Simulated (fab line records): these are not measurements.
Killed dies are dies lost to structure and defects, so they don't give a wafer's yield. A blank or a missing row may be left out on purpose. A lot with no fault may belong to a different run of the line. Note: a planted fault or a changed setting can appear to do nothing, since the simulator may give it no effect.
fab line records	flow n5Finfet
record: lots: 24	wafers: 72	lastDay: 18
route steps=1938 shown WELL_APT@30 FIN_SAQP@113 STI_FIN_REVEAL@191
lots untouched by any fault: they come from a run of this same line in which no faults occurred
startH: hours from the record's first day to the start of the lot's first wafer shown	waitH: hours from the lot's prior step to this one	" the same as in the row above	L1.1+2: one row covering several wafers at once	- no value present, or no start provided	* or withheld: withheld	< > ~ a bound
route shown NAME@n: names a module that has steps shown in the file, with the first one's number in the route	usual: the fault-free wafers' mean and standard deviation	same: alike in all rows	chamber/n: place in a boat	sites: each site's reading	_std_site: standard deviation across them	_edge_site: mean of outer sites minus mean of inner sites	radiusMm: for every site, how far away it sits from the centre of the wafer	mask NAME#n: copy n	behind: the tool/chamber that last shaped the wafer	hold: why the lot was held/for how many hours/how that ended	device: the n, p or np transistor that did not switch	end of line: tests run on the same wafers once the route is complete	step lacking rows: just its recipe	killed: dies lost to structure and defects at the first sort, not the wafer's yield	map: shows each die of a wafer: x if killed, . if not, _ if none is there
set.NAME: the setting as run; set.NAME@STEP: as run at that earlier step	model.NAME: the simulator's own value behind a step, which no gauge read
route steps across a sampled set of lots; one table per step, one row per wafer
services: a tool's chamber out of use, with start hour (startH, from the record's first day; less than 0 if before it), hours out, and reason
== steps ==
step: N5_WELL_APT_INSPECT_10
recipe: mode: adi	inspectInstrument: macro
usual: rawDefectCount: 2.1/1.7
lot.wafer	tool	chamber	startH	waitH	rawDefectCount
L074.1	defectInspect-01	-	13.74	0.0	3
L074.3	"	-	"	"	0
L074.4	"	-	"	"	4
L075.2	defectInspect-01	-	19.89	0.0	2
L075.5	"	-	"	"	0
L075.6	"	-	"	"	5
L076.1	defectInspect-02	-	25.86	0.0	4
L076.2	"	-	"	"	2
L076.4	"	-	"	"	1
L077.1	defectInspect-01	-	31.81	0.0	3
L077.4	"	-	"	"	4
L077.5	"	-	"	"	5
L078.3	defectInspect-01	-	38.20	0.0	3
L078.4	"	-	"	"	1
L078.5	"	-	"	"	2
L079.1	defectInspect-02	-	43.61	0.0	5
L079.3	"	-	"	"	0
L079.4	"	-	"	"	1
L080.2	defectInspect-02	-	50.27	0.0	6
L080.5	"	-	"	"	3
L080.6	"	-	"	"	1
L081.1	defectInspect-02	-	55.61	0.0	1
L081.3	"	-	"	"	2
L081.4	"	-	"	"	1
L082.2	defectInspect-02	-	61.61	0.0	2
L082.4	"	-	"	"	0
L082.5	"	-	"	"	1
L083.1	defectInspect-01	-	68.41	0.0	2
L083.4	"	-	"	"	1
L083.5	"	-	"	"	4
L084.1	defectInspect-01	-	73.73	0.0	2
L084.5	"	-	"	"	4
L084.6	"	-	"	"	4
L085.2	defectInspect-02	-	79.82	0.0	2
L085.3	"	-	"	"	3
L085.4	"	-	"	"	1
L086.1	defectInspect-01	-	85.93	0.0	0
L086.3	"	-	"	"	1
L086.5	"	-	"	"	2
L087.1	defectInspect-01	-	91.88	0.0	0
L087.5	"	-	"	"	3
L087.6	"	-	"	"	6
L088.1	defectInspect-02	-	98.16	0.0	1
L088.2	"	-	"	"	1
L088.5	"	-	"	"	0
L089.1	defectInspect-02	-	103.86	0.0	2
L089.4	"	-	"	"	2
L089.5	"	-	"	"	1
L090.2	defectInspect-01	-	109.75	0.0	3
L090.3	"	-	"	"	1
L090.5	"	-	"	"	5
L091.3	defectInspect-02	-	115.70	0.0	4
L091.4	"	-	"	"	1
L091.5	"	-	"	"	2
L092.2	defectInspect-01	-	121.77	0.0	1
L092.4	"	-	"	"	1
L092.5	"	-	"	"	2
L093.3	defectInspect-01	-	127.76	0.0	2
L093.5	"	-	"	"	2
L093.6	"	-	"	"	2
L094.2	defectInspect-01	-	134.08	0.0	5
L094.3	"	-	"	"	2
L094.5	"	-	"	"	1
L095.1	defectInspect-01	-	139.76	0.0	4
L095.4	"	-	"	"	1
L095.6	"	-	"	"	2
L096.2	defectInspect-02	-	145.73	0.0	2
L096.4	"	-	"	"	0
L096.5	"	-	"	"	2
L097.3	defectInspect-01	-	152.57	0.0	2
L097.5	"	-	"	"	8
L097.6	"	-	"	"	1
step: N5_WELL_APT_DESCUM_13
recipe: chemistry: O2	timeS: 7.9	sourcePowerW: 50	biasPowerW: 20	pressureMtorr: 20	rfFrequencyHz: 2.712e+07	tempC: 40	o2FlowSccm: 225
usual: drypumpMotorCurrentA: 5.8/0.44	oesProductAu: 0.79/0.067	rfVppV: 243.4/0.88	showerheadPlenumPTorr: 2.12/0.049	throttleValvePct: 20.45/0.26
lot.wafer	tool	chamber	startH	waitH	drypumpMotorCurrentA	oesProductAu	rfHoursCounterH	rfVppV	showerheadPlenumPTorr	throttleValvePct
L074.1	rieDiel-04	2	14.14	0.4	6.0	0.87	37	243.9	2.12	19.96
L074.3	"	3	"	"	5.6	0.73	193	244.4	2.17	20.75
L074.4	"	0	"	"	5.3	0.75	143	242.8	2.08	20.27
L075.2	rieDiel-01	1	19.92	0.0	6.2	0.93	21	244.4	2.15	20.64
L075.5	"	0	"	"	5.9	0.80	-	241.1	2.01	20.08
L075.6	"	2	"	"	5.6	0.84	-	242.6	2.05	20.51
L076.1	rieDiel-04	3	26.02	0.2	5.6	0.71	197	244.2	2.17	20.78
L076.2	"	1	"	"	5.6	0.90	28	245.3	2.12	20.43
L076.4	"	2	"	"	6.0	0.86	41	242.8	2.12	19.97
L077.1	rieDiel-02	3	31.84	0.0	5.2	0.75	140	242.0	2.11	20.25
L077.4	"	0	"	"	6.2	0.71	227	244.7	2.16	20.65
L077.5	"	2	"	"	6.6	0.80	-	243.8	2.20	20.79
L078.3	rieDiel-01	3	38.26	0.1	6.7	0.74	178	244.6	2.18	20.69
L078.4	"	0	"	"	5.9	0.78	118	241.4	2.00	20.11
L078.5	"	0	"	"	5.9	0.78	-	241.6	2.00	20.12
L079.1	rieDiel-02	1	43.64	0.0	5.8	0.81	113	244.1	2.11	20.52
L079.3	"	0	"	"	6.1	0.70	232	244.0	2.16	20.68
L079.4	"	3	"	"	5.2	0.76	144	243.0	2.11	20.28
L080.2	rieDiel-04	1	50.48	0.2	5.5	0.88	37	243.3	2.12	20.44
L080.5	"	1	"	"	5.5	0.88	-	244.4	2.12	20.46
L080.6	"	0	"	"	5.3	0.74	-	243.1	2.08	20.28
L081.1	rieDiel-04	1	55.65	0.0	5.5	0.89	38	243.8	2.12	20.44
L081.3	"	2	"	"	6.0	0.84	51	243.5	2.11	19.97
L081.4	"	3	"	"	5.6	0.71	208	244.1	2.17	20.78
L082.2	rieDiel-01	3	61.76	0.2	6.7	0.74	186	245.0	2.17	20.69
L082.4	"	0	"	"	5.9	0.78	126	242.6	2.00	20.11
L082.5	"	2	"	"	5.6	0.82	-	242.8	2.04	20.54
L083.1	rieDiel-04	2	68.53	0.1	5.9	0.84	56	244.2	2.11	19.99
L083.4	"	1	"	"	5.6	0.87	42	244.1	2.12	20.44
L083.5	"	0	"	"	5.3	0.75	-	243.2	2.08	20.30
L084.1	rieDiel-04	3	73.82	0.1	5.6	0.70	215	242.6	2.17	20.81
L084.5	"	1	"	"	5.5	0.86	-	243.8	2.12	20.46
L084.6	"	0	"	"	5.3	0.74	-	243.7	2.08	20.32
L085.2	rieDiel-02	0	79.85	0.0	6.2	0.69	247	244.6	2.15	20.70
L085.3	"	3	"	"	5.2	0.74	159	243.6	2.10	20.28
L085.4	"	1	"	"	5.8	0.79	121	243.8	2.10	20.54
L086.1	rieDiel-04	3	85.96	0.0	5.6	0.70	221	243.7	2.16	20.79
L086.3	"	1	"	"	5.5	0.86	49	242.2	2.12	20.48
L086.5	"	3	"	"	5.6	0.71	-	244.5	2.16	20.79
L087.1	rieDiel-04	3	92.13	0.3	5.6	0.71	223	243.2	2.16	20.82
L087.5	"	0	"	"	5.3	0.73	-	243.6	2.07	20.31
L087.6	"	3	"	"	5.6	0.71	-	243.6	2.16	20.81
L088.1	rieDiel-04	0	98.33	0.2	5.3	0.73	175	243.7	2.07	20.33
L088.2	"	3	"	"	5.6	0.70	225	243.3	2.16	20.80
L088.5	"	2	"	"	6.0	0.83	-	243.2	2.11	20.02
L089.1	rieDiel-02	2	103.99	0.1	6.6	0.76	149	244.1	2.19	20.80
L089.4	"	1	"	"	5.8	0.79	-	244.0	2.10	20.55
L089.5	"	2	"	"	6.6	0.78	-	244.9	2.19	20.80
L090.2	rieDiel-02	1	109.78	0.0	5.8	0.77	134	244.1	2.10	20.57
L090.3	"	3	"	"	5.2	0.72	172	243.6	2.10	20.32
L090.5	"	2	"	"	6.6	0.76	-	244.6	2.19	20.81
L091.3	rieDiel-04	2	115.73	0.0	6.0	0.82	73	243.8	2.11	19.98
L091.4	"	0	"	"	5.3	0.72	182	242.5	2.07	20.35
L091.5	"	2	"	"	6.0	0.82	-	242.0	2.11	20.00
L092.2	rieDiel-04	3	121.85	0.1	5.6	0.70	233	243.0	2.16	20.84
L092.4	"	1	"	"	5.5	0.85	61	242.6	2.11	20.48
L092.5	"	2	"	"	6.0	0.82	-	242.6	2.11	20.00
L093.3	rieDiel-01	2	127.80	0.0	5.6	0.79	88	242.8	2.03	20.57
L093.5	"	3	"	"	6.7	0.71	-	243.7	2.16	20.73
L093.6	"	0	"	"	5.9	0.77	-	242.3	1.99	20.16
L094.2	rieDiel-02	1	134.16	0.1	5.8	0.77	142	242.8	2.10	20.57
L094.3	"	3	"	"	5.2	0.72	179	244.1	2.10	20.34
L094.5	"	2	"	"	6.6	0.76	-	244.3	2.19	20.82
L095.1	rieDiel-04	2	139.79	0.0	5.9	0.81	81	242.8	2.10	20.02
L095.4	"	3	"	"	5.6	0.69	239	243.8	2.16	20.83
L095.6	"	3	"	"	5.6	0.70	-	243.9	2.16	20.84
L096.2	rieDiel-01	2	145.97	0.2	5.6	0.79	94	241.9	2.03	20.58
L096.4	"	1	"	"	6.2	0.87	60	243.9	2.14	20.68
L096.5	"	0	"	"	5.9	0.75	-	241.9	1.99	20.15
L097.3	rieDiel-02	0	152.60	0.0	6.1	0.91	14	243.8	2.15	20.34
L097.5	"	2	"	"	6.6	0.75	-	243.1	2.18	20.82
L097.6	"	3	"	"	5.2	0.72	-	241.7	2.09	20.34
step: N5_FIN_SAQP_INSPECT_18
recipe: mode: adi	inspectInstrument: brightfield
usual: rawDefectCount: 485/140
lot.wafer	tool	chamber	startH	waitH	rawDefectCount
L074.1	defectInspect-01	-	22.11	0.0	528
L074.3	"	-	"	"	362
L074.4	"	-	"	"	503
L075.2	defectInspect-02	-	27.82	0.0	381
L075.5	"	-	"	"	542
L075.6	"	-	"	"	441
L076.1	defectInspect-02	-	33.80	0.0	488
L076.2	"	-	"	"	699
L076.4	"	-	"	"	679
L077.1	defectInspect-01	-	39.92	0.0	327
L077.4	"	-	"	"	321
L077.5	"	-	"	"	278
L078.3	defectInspect-02	-	46.60	0.0	499
L078.4	"	-	"	"	525
L078.5	"	-	"	"	592
L079.1	defectInspect-02	-	51.93	0.0	696
L079.3	"	-	"	"	698
L079.4	"	-	"	"	471
L080.2	defectInspect-02	-	59.14	0.0	923
L080.5	"	-	"	"	567
L080.6	"	-	"	"	807
L081.1	defectInspect-02	-	63.70	0.0	721
L081.3	"	-	"	"	517
L081.4	"	-	"	"	812
L082.2	defectInspect-02	-	69.90	0.0	301
L082.4	"	-	"	"	359
L082.5	"	-	"	"	446
L083.1	defectInspect-01	-	77.07	0.0	462
L083.4	"	-	"	"	386
L083.5	"	-	"	"	490
L084.1	defectInspect-01	-	81.91	0.0	390
L084.5	"	-	"	"	637
L084.6	"	-	"	"	482
L085.2	defectInspect-01	-	89.15	0.0	343
L085.3	"	-	"	"	289
L085.4	"	-	"	"	569
L086.1	defectInspect-02	-	95.74	0.0	585
L086.3	"	-	"	"	552
L086.5	"	-	"	"	459
L087.1	defectInspect-01	-	100.10	0.0	421
L087.5	"	-	"	"	438
L087.6	"	-	"	"	429
L088.1	defectInspect-01	-	106.67	0.0	563
L088.2	"	-	"	"	339
L088.5	"	-	"	"	323
L089.1	defectInspect-02	-	112.02	0.0	302
L089.4	"	-	"	"	385
L089.5	"	-	"	"	387
L090.2	defectInspect-02	-	117.90	0.0	406
L090.3	"	-	"	"	498
L090.5	"	-	"	"	476
L091.3	defectInspect-02	-	123.64	0.0	414
L091.4	"	-	"	"	284
L091.5	"	-	"	"	268
L092.2	defectInspect-01	-	129.75	0.0	308
L092.4	"	-	"	"	289
L092.5	"	-	"	"	483
L093.3	defectInspect-01	-	137.66	0.0	458
L093.5	"	-	"	"	415
L093.6	"	-	"	"	504
L094.2	defectInspect-02	-	142.51	0.0	400
L094.3	"	-	"	"	493
L094.5	"	-	"	"	424
L095.1	defectInspect-02	-	148.37	0.0	501
L095.4	"	-	"	"	576
L095.6	"	-	"	"	358
L096.2	defectInspect-02	-	154.46	0.0	758
L096.4	"	-	"	"	524
L096.5	"	-	"	"	659
L097.3	defectInspect-01	-	161.43	0.0	488
L097.5	"	-	"	"	450
L097.6	"	-	"	"	397
step: N5_FIN_SAQP_RECESS_75
recipe: chemistry: HF/NH3	target: SiO2	targetDepthA: 144	afsCycles: 3	tempC: 30	sublimationTempC: 180	sublimationTimeS: 60
usual: drypumpMotorCurrentA: 5.6/0.4
same: afsCycles: 3
lot.wafer	tool	chamber	startH	waitH	drypumpMotorCurrentA
L074.1	vaporEtch-01	1	22.94	0.0	5.6
L074.3	"	1	"	"	5.6
L074.4	"	0	"	"	5.2
L075.2	vaporEtch-01	1	28.56	0.0	5.6
L075.5	"	1	"	"	5.6
L075.6	"	0	"	"	5.2
L076.1	vaporEtch-01	1	34.56	0.0	5.6
L076.2	"	0	"	"	5.2
L076.4	"	0	"	"	5.2
L077.1	vaporEtch-02	0	40.96	0.0	5.3
L077.4	"	1	"	"	6.2
L077.5	"	0	"	"	5.3
L078.3	vaporEtch-02	1	47.47	0.1	6.3
L078.4	"	0	"	"	5.3
L078.5	"	0	"	"	5.3
L079.1	vaporEtch-02	0	52.70	0.0	5.2
L079.3	"	0	"	"	5.3
L079.4	"	1	"	"	6.2
L080.2	vaporEtch-02	1	59.91	0.0	6.2
L080.5	"	1	"	"	6.2
L080.6	"	0	"	"	5.3
L081.1	vaporEtch-02	0	64.87	0.0	5.3
L081.3	"	1	"	"	6.3
L081.4	"	0	"	"	5.3
L082.2	vaporEtch-01	1	70.66	0.0	5.7
L082.4	"	1	"	"	5.6
L082.5	"	0	"	"	5.3
L083.1	vaporEtch-01	1	77.96	0.0	5.6
L083.4	"	1	"	"	5.6
L083.5	"	1	"	"	5.6
L084.1	vaporEtch-01	0	82.65	0.0	5.3
L084.5	"	0	"	"	5.2
L084.6	"	1	"	"	5.6
L085.2	vaporEtch-01	0	89.88	0.0	5.2
L085.3	"	0	"	"	5.2
L085.4	"	1	"	"	5.6
L086.1	vaporEtch-02	1	96.56	0.0	6.2
L086.3	"	1	"	"	6.2
L086.5	"	1	"	"	6.2
L087.1	vaporEtch-02	1	101.04	0.0	6.2
L087.5	"	1	"	"	6.2
L087.6	"	0	"	"	5.3
L088.1	vaporEtch-02	0	107.86	0.0	5.3
L088.2	"	1	"	"	6.2
L088.5	"	1	"	"	6.2
L089.1	vaporEtch-02	0	112.76	0.0	5.3
L089.4	"	1	"	"	6.2
L089.5	"	0	"	"	5.3
L090.2	vaporEtch-01	0	118.65	0.0	5.2
L090.3	"	1	"	"	5.6
L090.5	"	1	"	"	5.6
L091.3	vaporEtch-02	0	124.50	0.1	5.3
L091.4	"	1	"	"	6.2
L091.5	"	1	"	"	6.2
L092.2	vaporEtch-02	1	130.71	0.0	6.2
L092.4	"	1	"	"	6.2
L092.5	"	0	"	"	5.3
L093.3	vaporEtch-01	1	138.67	0.1	5.6
L093.5	"	1	"	"	5.6
L093.6	"	0	"	"	5.2
L094.2	vaporEtch-02	1	143.24	0.0	6.2
L094.3	"	1	"	"	6.2
L094.5	"	1	"	"	6.2
L095.1	vaporEtch-01	0	149.11	0.0	5.2
L095.4	"	1	"	"	5.6
L095.6	"	0	"	"	5.2
L096.2	vaporEtch-01	0	155.35	0.0	5.2
L096.4	"	0	"	"	5.2
L096.5	"	1	"	"	5.6
L097.3	vaporEtch-01	0	162.51	0.1	5.2
L097.5	"	0	"	"	5.2
L097.6	"	1	"	"	5.6
step: N5_FIN_SAQP_STRIP_70
recipe: chemistry: N2/H2	powerW: 500	tempC: 40	pressureMtorr: 50	rfFrequencyHz: 6e+07	overashFraction: 0.3	biasPowerW: 28	h2Frac: 0.5	n2FlowSccm: 300	h2FlowSccm: 300
usual: drypumpMotorCurrentA: 5.8/0.44	oesProductAu: 0.78/0.067	rfVppV: 122.1/0.8	showerheadPlenumPTorr: 3.39/0.064	throttleValvePct: 18.81/0.27
lot.wafer	tool	chamber	startH	waitH	drypumpMotorCurrentA	oesProductAu	rfHoursCounterH	rfVppV	showerheadPlenumPTorr	throttleValvePct
L074.1	rieDiel-04	0	25.52	0.0	5.3	0.75	147	121.9	3.37	18.65
L074.3	"	3	"	"	5.6	0.72	197	121.4	3.45	18.59
L074.4	"	1	"	"	5.5	0.90	28	122.7	3.43	18.94
L075.2	rieDiel-01	1	30.75	0.0	6.2	0.92	27	121.1	3.44	19.06
L075.5	"	1	"	"	6.2	0.92	-	123.2	3.44	19.06
L075.6	"	0	"	"	5.9	0.79	-	121.7	3.25	19.15
L076.1	rieDiel-04	1	36.68	0.0	5.6	0.90	31	123.1	3.43	18.93
L076.2	"	2	"	"	6.0	0.85	45	122.2	3.41	18.67
L076.4	"	0	"	"	5.3	0.75	151	122.1	3.37	18.63
L077.1	rieDiel-02	0	43.18	0.0	6.2	0.70	232	122.0	3.45	18.81
L077.4	"	2	"	"	6.6	0.79	135	123.5	3.50	19.27
L077.5	"	2	"	"	6.7	0.79	-	124.0	3.50	19.28
L078.3	rieDiel-02	3	49.46	0.0	5.2	0.75	145	122.2	3.35	18.50
L078.4	"	2	"	"	6.7	0.78	136	122.8	3.50	19.27
L078.5	"	3	"	"	5.2	0.76	-	120.5	3.35	18.51
L079.1	rieDiel-04	2	54.94	0.0	6.0	0.85	51	122.3	3.41	18.70
L079.3	"	0	"	"	5.3	0.74	158	120.8	3.36	18.66
L079.4	"	1	"	"	5.5	0.88	38	122.2	3.42	18.93
L080.2	rieDiel-02	3	63.63	0.0	5.2	0.75	151	121.8	3.35	18.52
L080.5	"	3	"	"	5.2	0.75	-	121.5	3.35	18.51
L080.6	"	0	"	"	6.2	0.70	-	122.7	3.45	18.84
L081.1	rieDiel-02	0	67.72	0.0	6.2	0.70	241	123.0	3.45	18.84
L081.3	"	0	"	"	6.2	0.70	-	123.3	3.45	18.83
L081.4	"	3	"	"	5.2	0.75	-	122.2	3.35	18.52
L082.2	rieDiel-02	1	73.17	0.0	5.8	0.80	119	122.3	3.35	18.57
L082.4	"	0	"	"	6.2	0.70	244	122.9	3.44	18.83
L082.5	"	1	"	"	5.8	0.80	-	120.6	3.35	18.56
L083.1	rieDiel-01	0	80.37	0.0	5.9	0.77	135	121.6	3.24	19.18
L083.4	"	1	"	"	6.2	0.90	41	121.8	3.43	19.08
L083.5	"	1	"	"	6.2	0.90	-	123.4	3.43	19.08
L084.1	rieDiel-04	2	84.81	0.0	5.9	0.83	62	122.0	3.40	18.72
L084.5	"	2	"	"	6.0	0.83	-	122.0	3.40	18.71
L084.6	"	1	"	"	5.6	0.86	-	122.4	3.42	18.95
L085.2	rieDiel-02	1	92.24	0.0	5.8	0.80	125	121.9	3.35	18.57
L085.3	"	2	"	"	6.6	0.78	143	123.1	3.50	19.31
L085.4	"	1	"	"	5.8	0.79	-	121.1	3.35	18.58
L086.1	rieDiel-04	0	98.79	0.0	5.3	0.73	175	121.1	3.35	18.69
L086.3	"	1	"	"	5.6	0.86	54	123.1	3.41	18.98
L086.5	"	1	"	"	5.6	0.87	-	122.1	3.41	18.98
L087.1	rieDiel-02	3	103.28	0.0	5.2	0.72	169	122.5	3.34	18.54
L087.5	"	3	"	"	5.2	0.72	-	122.0	3.34	18.54
L087.6	"	2	"	"	6.7	0.77	-	122.2	3.49	19.30
L088.1	rieDiel-02	1	110.03	0.0	5.8	0.79	134	123.1	3.34	18.59
L088.2	"	2	"	"	6.7	0.77	152	122.4	3.49	19.29
L088.5	"	1	"	"	5.8	0.79	-	121.7	3.34	18.59
L089.1	rieDiel-04	2	114.88	0.0	6.0	0.82	72	122.3	3.40	18.70
L089.4	"	3	"	"	5.6	0.70	231	122.5	3.43	18.63
L089.5	"	1	"	"	5.5	0.84	-	122.1	3.41	18.98
L090.2	rieDiel-02	1	121.10	0.0	5.8	0.78	137	122.5	3.34	18.59
L090.3	"	0	"	"	6.2	0.94	5	122.9	3.44	18.44
L090.5	"	3	"	"	5.2	0.73	-	123.6	3.34	18.56
L091.3	rieDiel-04	0	126.68	0.0	5.3	0.72	185	122.1	3.35	18.69
L091.4	"	1	"	"	5.6	0.84	63	121.6	3.41	18.99
L091.5	"	2	"	"	6.0	0.82	-	123.2	3.40	18.72
L092.2	rieDiel-01	0	132.87	0.0	5.9	0.76	153	122.0	3.23	19.22
L092.4	"	1	"	"	6.2	0.87	56	121.3	3.42	19.12
L092.5	"	1	"	"	6.2	0.87	-	122.6	3.42	19.11
L093.3	rieDiel-04	2	141.29	0.0	6.0	0.80	81	121.6	3.39	18.74
L093.5	"	1	"	"	5.6	0.83	-	122.4	3.41	18.99
L093.6	"	0	"	"	5.3	0.71	-	122.3	3.34	18.69
L094.2	rieDiel-04	3	145.54	0.0	5.6	0.68	242	122.3	3.42	18.66
L094.3	"	2	"	"	6.0	0.81	83	121.5	3.39	18.73
L094.5	"	1	"	"	5.6	0.82	-	122.5	3.40	19.01
L095.1	rieDiel-02	3	151.22	0.0	5.2	0.72	185	120.9	3.33	18.56
L095.4	"	2	"	"	6.7	0.75	164	122.2	3.48	19.31
L095.6	"	0	"	"	6.2	0.91	-	122.6	3.43	18.45
L096.2	rieDiel-02	3	157.58	0.0	5.2	0.72	187	121.0	3.33	18.56
L096.4	"	0	"	"	6.2	0.91	16	123.3	3.43	18.45
L096.5	"	1	"	"	5.9	0.76	-	121.6	3.33	18.62
L097.3	rieDiel-01	0	164.51	0.0	5.9	0.75	165	120.9	3.22	19.23
L097.5	"	0	"	"	5.9	0.75	-	122.9	3.22	19.22
L097.6	"	1	"	"	6.2	0.86	-	121.9	3.42	19.12
step: N5_STI_FIN_REVEAL_STRIP_24
recipe: chemistry: N2/H2	timeS: 90	powerW: 100	tempC: 40	pressureMtorr: 100	rfFrequencyHz: 6e+07	biasPowerW: 3	n2FlowSccm: 300	h2FlowSccm: 300
usual: drypumpMotorCurrentA: 6.0/0.45	oesProductAu: 0.78/0.059	rfVppV: 45.5/0.83	showerheadPlenumPTorr: 3.39/0.083	throttleValvePct: 12.26/0.17
lot.wafer	tool	chamber	startH	waitH	drypumpMotorCurrentA	oesProductAu	rfHoursCounterH	rfVppV	showerheadPlenumPTorr	throttleValvePct
L074.1	rieDiel-01	3	34.37	0.0	6.7	0.75	177	46.4	3.48	12.34
L074.3	"	2	"	"	5.6	0.83	55	45.7	3.30	12.22
L074.4	"	1	"	"	6.2	0.91	28	45.8	3.46	12.15
L075.2	rieDiel-04	0	39.48	0.0	5.3	0.75	152	44.1	3.38	12.13
L075.5	"	2	"	"	6.0	0.86	-	45.6	3.43	11.83
L075.6	"	3	"	"	5.6	0.72	-	44.9	3.46	12.40
L076.1	rieDiel-02	2	45.41	0.0	6.6	0.79	135	45.6	3.52	12.49
L076.2	"	0	"	"	6.2	0.70	232	45.9	3.47	12.46
L076.4	"	1	"	"	5.9	0.81	113	46.3	3.37	12.12
L077.1	rieDiel-01	3	52.27	0.0	6.6	0.73	184	45.4	3.47	12.34
L077.4	"	1	"	"	6.2	0.91	34	43.9	3.45	12.15
L077.5	"	3	"	"	6.7	0.74	-	44.9	3.47	12.35
L078.3	rieDiel-01	3	58.06	0.0	6.7	0.74	185	44.8	3.47	12.36
L078.4	"	0	"	"	5.9	0.78	125	44.7	3.26	12.16
L078.5	"	2	"	"	5.6	0.82	-	45.4	3.30	12.23
L079.1	rieDiel-02	0	63.74	0.0	6.2	0.70	238	46.1	3.47	12.49
L079.3	"	0	"	"	6.2	0.70	-	45.1	3.46	12.50
L079.4	"	3	"	"	5.2	0.75	-	47.7	3.37	12.01
L080.2	rieDiel-01	3	72.43	0.0	6.6	0.73	191	45.6	3.47	12.37
L080.5	"	3	"	"	6.7	0.72	-	46.5	3.47	12.37
L080.6	"	0	"	"	5.9	0.77	-	45.6	3.26	12.16
L081.1	rieDiel-02	3	76.46	0.0	5.2	0.74	157	46.6	3.36	12.06
L081.3	"	1	"	"	5.9	0.81	120	46.5	3.37	12.14
L081.4	"	0	"	"	6.2	0.69	245	46.3	3.46	12.53
L082.2	rieDiel-01	1	82.72	0.0	6.2	0.89	41	43.7	3.45	12.18
L082.4	"	3	"	"	6.7	0.73	196	45.5	3.47	12.37
L082.5	"	0	"	"	5.9	0.77	-	45.5	3.26	12.19
L083.1	rieDiel-02	0	89.64	0.0	6.2	0.69	250	45.2	3.46	12.53
L083.4	"	2	"	"	6.7	0.78	142	45.1	3.51	12.50
L083.5	"	2	"	"	6.6	0.78	-	45.4	3.51	12.52
L084.1	rieDiel-02	3	93.50	0.0	5.2	0.73	163	45.2	3.36	12.05
L084.5	"	2	"	"	6.6	0.78	-	45.8	3.51	12.50
L084.6	"	3	"	"	5.2	0.74	-	45.0	3.36	12.05
L085.2	rieDiel-04	2	103.87	0.0	6.0	0.83	69	46.3	3.42	11.89
L085.3	"	1	"	"	5.5	0.85	56	45.3	3.43	12.18
L085.4	"	3	"	"	5.6	0.70	228	47.1	3.45	12.47
L086.1	rieDiel-01	3	107.44	0.0	6.7	0.72	204	44.5	3.46	12.41
L086.3	"	2	"	"	5.6	0.80	82	44.8	3.29	12.29
L086.5	"	0	"	"	5.9	0.77	-	45.8	3.25	12.22
L087.1	rieDiel-04	0	112.67	0.0	5.3	0.72	181	45.4	3.37	12.21
L087.5	"	3	"	"	5.6	0.70	-	46.5	3.45	12.46
L087.6	"	0	"	"	5.3	0.72	-	43.9	3.37	12.20
L088.1	rieDiel-04	1	118.69	0.0	5.6	0.85	61	45.0	3.43	12.20
L088.2	"	3	"	"	5.6	0.70	232	43.8	3.45	12.48
L088.5	"	2	"	"	6.0	0.82	-	46.3	3.41	11.90
L089.1	rieDiel-01	1	123.32	0.0	6.2	0.88	52	44.6	3.44	12.20
L089.4	"	2	"	"	5.6	0.79	87	44.6	3.29	12.30
L089.5	"	0	"	"	5.9	0.77	-	45.2	3.25	12.21
L090.2	rieDiel-01	1	129.89	0.0	6.2	0.88	55	47.3	3.44	12.22
L090.3	"	2	"	"	5.6	0.79	89	46.6	3.28	12.32
L090.5	"	2	"	"	5.6	0.79	-	44.5	3.28	12.30
L091.3	rieDiel-01	2	135.28	0.0	5.6	0.79	91	46.9	3.28	12.31
L091.4	"	1	"	"	6.2	0.87	56	46.2	3.44	12.21
L091.5	"	0	"	"	5.9	0.77	-	45.2	3.25	12.21
L092.2	rieDiel-01	0	141.81	0.0	5.9	0.76	156	45.1	3.25	12.23
L092.4	"	1	"	"	6.2	0.87	59	45.7	3.44	12.22
L092.5	"	0	"	"	5.9	0.77	-	45.5	3.25	12.22
L093.3	rieDiel-01	0	150.08	0.0	5.9	0.76	159	45.4	3.24	12.24
L093.5	"	2	"	"	5.6	0.78	-	45.4	3.28	12.32
L093.6	"	3	"	"	6.7	0.72	-	45.0	3.45	12.44
L094.2	rieDiel-02	0	154.57	0.0	6.2	0.92	15	45.1	3.45	11.92
L094.3	"	1	"	"	5.9	0.77	148	46.9	3.35	12.22
L094.5	"	2	"	"	6.6	0.76	-	46.5	3.50	12.55
L095.1	rieDiel-01	3	160.94	0.0	6.7	0.70	223	45.9	3.45	12.45
L095.4	"	2	"	"	5.6	0.78	100	45.7	3.28	12.32
L095.6	"	2	"	"	5.6	0.78	-	44.1	3.28	12.33
L096.2	rieDiel-01	3	166.53	0.0	6.7	0.71	225	44.7	3.45	12.46
L096.4	"	2	"	"	5.6	0.78	102	45.8	3.28	12.33
L096.5	"	2	"	"	5.6	0.78	-	44.6	3.28	12.33
L097.3	rieDiel-04	3	173.74	0.0	5.6	0.68	250	46.4	3.44	12.53
L097.5	"	3	"	"	5.6	0.68	-	46.9	3.44	12.53
L097.6	"	2	"	"	6.0	0.79	-	44.3	3.40	11.97
== services ==
tool	chamber	startH	hours	kind
rieDiel-01	2	9.58	6.9	repair
rieDiel-01	3	12.47	18.8	repair
rieDiel-02	-	46.23	2.8	pm
rieDiel-02	2	49.88	22.3	repair
rieDiel-02	1	60.94	12.0	repair
vaporEtch-02	-	67.72	1.4	repair
rieDiel-01	1	68.06	6.8	repair
rieDiel-02	0	91.12	-	clean
rieDiel-02	0	91.12	-	consumableReplace:focusRing
rieDiel-02	0	91.12	16.2	scheduledDown
rieDiel-02	0	91.12	16.2	ventCycle
rieDiel-01	1	98.46	4.6	repair
rieDiel-04	3	149.90	3.7	repair
rieDiel-02	2	165.11	1.6	repair
rieDiel-02	1	169.68	5.5	repair
== key ==
fault none
